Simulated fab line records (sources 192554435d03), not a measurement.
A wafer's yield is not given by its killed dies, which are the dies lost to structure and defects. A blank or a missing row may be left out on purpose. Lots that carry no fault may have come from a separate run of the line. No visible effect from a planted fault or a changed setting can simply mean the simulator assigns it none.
Split-lot experiment + flow n5Finfet + route with 1938 steps; 7 lots, 21 wafers read

== ON THE SPLIT ==
At N5_BEOL_M12_ILD_DEP_00 (deposits SiOC from DEMS/O2, target thk 658.92 nm, time 130.7 s), the setting timeS was moved away from the recipe's 130.7 s on 8 of the 21 wafers read, by -11.6% to +11.9%. For the rest of the wafers, this setting stayed at what the recipe calls for.

Between the split and the reading, the file records no step.

== THE READING ==
At N5_BEOL_M12_THK_MEAS_01: M12_ILD_THK, given in nm. On this fab line, fault-free wafers typically give 656 nm with a standard deviation of 9.6 nm.

| wafer  | tool, chamber at the split | timeS as run, s | against the recipe | M12_ILD_THK, nm | against lot-mates on the recipe |
|--------|----------------------------|-----------------|--------------------|-----------------|---------------------------------|
| L075.1 | pecvd-01, 1                | 146.2           | +11.9%             | 741             | +74                             |
| L075.3 | pecvd-01, 1                | 130.7           | recipe             | 669             | -                               |
| L075.4 | pecvd-01, 1                | 130.7           | recipe             | 666             | -                               |
| L077.2 | pecvd-03, 1                | 124             | -5.1%              | 629             | no lot-mate on the recipe       |
| L077.3 | pecvd-03, 2                | 124             | -5.1%              | 626             | no lot-mate on the recipe       |
| L077.6 | pecvd-03, 0                | 124             | -5.1%              | 634             | no lot-mate on the recipe       |
| L078.2 | pecvd-03, 1                | 130.7           | recipe             | 646             | -                               |
| L078.4 | pecvd-03, 2                | 130.7           | recipe             | 660             | -                               |
| L078.5 | pecvd-03, 1                | 130.7           | recipe             | 651             | -                               |
| L082.2 | pecvd-01, 0                | 119.1           | -8.9%              | 581             | -91                             |
| L082.4 | pecvd-01, 0                | 119.1           | -8.9%              | 592             | -80                             |
| L082.6 | pecvd-01, 1                | 130.7           | recipe             | 672             | -                               |
| L084.1 | pecvd-04, 2                | 144.5           | +10.6%             | 712             | +56                             |
| L084.3 | pecvd-04, 0                | 130.7           | recipe             | 653             | -                               |
| L084.6 | pecvd-04, 1                | 130.7           | recipe             | 660             | -                               |
| L091.1 | pecvd-03, 0                | 130.7           | recipe             | 656             | -                               |
| L091.2 | pecvd-03, 1                | 130.7           | recipe             | 647             | -                               |
| L091.3 | pecvd-03, 2                | 115.5           | -11.6%             | 575             | -76                             |
| L095.3 | pecvd-01, 1                | 130.7           | recipe             | 667             | -                               |
| L095.5 | pecvd-01, 1                | 130.7           | recipe             | 681             | -                               |
| L095.6 | pecvd-01, 2                | 130.7           | recipe             | 666             | -                               |

THE FIT
A straight line over all 21 wafers: M12_ILD_THK changes by +6.8 nm for each +1% of timeS; r = +0.96; the points scatter about the line by 11 nm.
The same after taking each lot's own level away (the mean of its wafers on the recipe; 18 wafers): +7.04 nm for each +1%; r = +0.97; scatter 10 nm.
On that fit, the largest move of timeS shifts the reading by 84 nm.
Measured against the standard deviation above, the lots' own levels, which go from 651.5 to 672.0 nm, span 2.1 times it.
So the lot-to-lot level changes the slope little: the two slopes agree.
Check: for one of the wafers moved furthest among these (+11.9%), held out of the fit, the line's prediction against its lot-mates is +82.7 nm. Against them it came out at +73.5 nm.

== THESE WAFERS: OTHER SPLITS ==
Note: prior to the reading, these wafers also went through further splits. Each is held against what the fit with the lots' levels taken away leaves over:
| other split on the same wafers | wafers away from the commonest value | r with M12_ILD_THK (lot level and that fit taken away) |
|--------------------------------|--------------------------------------|--------------------------------------------------------|
| N5_BEOL_M11_COAT_05 spinRpm    | 6                                    | -0.11                                                  |
| N5_BEOL_M11_ETCH_62 timeS      | 7                                    | +0.02                                                  |

== THE WHOLE CHAIN: every reading that the file lists as answering this split, in the file's order ==
| step                    | what it does                                                   | reading                                                                            | change (the file's fit)              | r (the file's) |
|-------------------------|----------------------------------------------------------------|------------------------------------------------------------------------------------|--------------------------------------|----------------|
| N5_BEOL_M12_ILD_DEP_00  | deposits SiOC from DEMS/O2, target thk 658.92 nm, time 130.7 s | SiOC_of_BEOL_M12_ILD_DEP_00.thkNm (the simulator's own value, which no gauge read) | +6.65 nm for each +1% of the setting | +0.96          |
| N5_BEOL_M12_THK_MEAS_01 |                                                                | M12_ILD_THK                                                                        | +6.68 for each +1% of the setting    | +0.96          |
| N5_BEOL_M12_VIA_ETCH_16 | etches SiOC in C4F8/O2/Ar, target depth 724.8 nm               | etch.depthNm (the simulator's own value, which no gauge read)                      | +6.65 nm for each +1% of the setting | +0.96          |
| N5_BEOL_M12_VIA_ETCH_16 | etches SiOC in C4F8/O2/Ar, target depth 724.8 nm               | coat_of_BEOL_M12_COAT_04.thkNm (the simulator's own value, which no gauge read)    | -2.06 nm for each +1% of the setting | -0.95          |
| N5_BEOL_M12_STRIP_63    | strips in N2/H2                                                | stripTimeToEndpointS                                                               | withheld for each +1% of the setting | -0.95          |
| N5_BEOL_M12_STRIP_71    | strips in post etch residue remover, time 60 s                 | SiOC_of_BEOL_M12_ILD_DEP_00.thkNm (the simulator's own value, which no gauge read) | +6.64 nm for each +1% of the setting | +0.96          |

== FILE'S OWN FIT ==
M12_ILD_THK changes by +6.68 nm for each +1% of timeS, r = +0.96.
